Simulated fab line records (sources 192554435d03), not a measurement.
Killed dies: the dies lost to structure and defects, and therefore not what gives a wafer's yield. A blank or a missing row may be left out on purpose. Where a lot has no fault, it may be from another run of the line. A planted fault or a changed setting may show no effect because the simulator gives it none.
Matching of chambers ; flow n5 finfet ; N5_BEOL_M15_VIA_ETCH_16 on rie diel-06 has 4 sister chambers
The step etches SiO2 in C4F8/O2/Ar, target depth 1792.2 nm. 8 wafers are shown with their chamber, then 10 later ones without.

== WAFERS PAIRED WITH THEIR CHAMBERS ==
wafer;chamber;rf vpp V (V);showerhead plenum p Torr (Torr)
L082.1;1;2149;3.38
L085.3;2;2246;3.35
L085.6;2;2247;3.35
L083.5;0;2228;3.28
L088.1;1;2150;3.38
L088.3;0;2227;3.27
L091.3;3;2322;3.56
L091.5;3;2322;3.56

== WAFERS WITH NO CHAMBER GIVEN ==
wafer;rf vpp V (V);showerhead plenum p Torr (Torr)
L091.6;2227;3.27
L090.1;2226;3.27
L090.3;2245;3.34
L090.5;2151;3.38
L092.1;2225;3.27
L092.2;2245;3.34
L092.3;2323;3.56
L097.1;2227;3.26
L097.3;2245;3.34
L097.6;2322;3.55

== EACH ONE'S CHAMBER ==
wafer;from the rows above;in truth
L091.6;0;0
L090.1;0;0
L090.3;2;2
L090.5;1;1
L092.1;0;0
L092.2;2;2
L092.3;3;3
L097.1;0;0
L097.3;2;2
L097.6;3;3
Correctly placed: 10 of 10. Not placeable from these rows: 0. Placed wrongly: 0.
How it was worked out, from the rows above alone: a wafer's distance from a chamber is the root of the sum, over the readings, of the square of ((its reading less the chamber's mean) divided by the reading's scatter). The wafer belongs to the nearest chamber; if the next one is less than 2 further off, it can't be placed. A chamber's mean is the mean of its shown wafers. How the scatter is found: for the shown wafers, subtract from each reading the mean of its chamber, square and add these, divide the total by (wafers less chambers), then take the root.
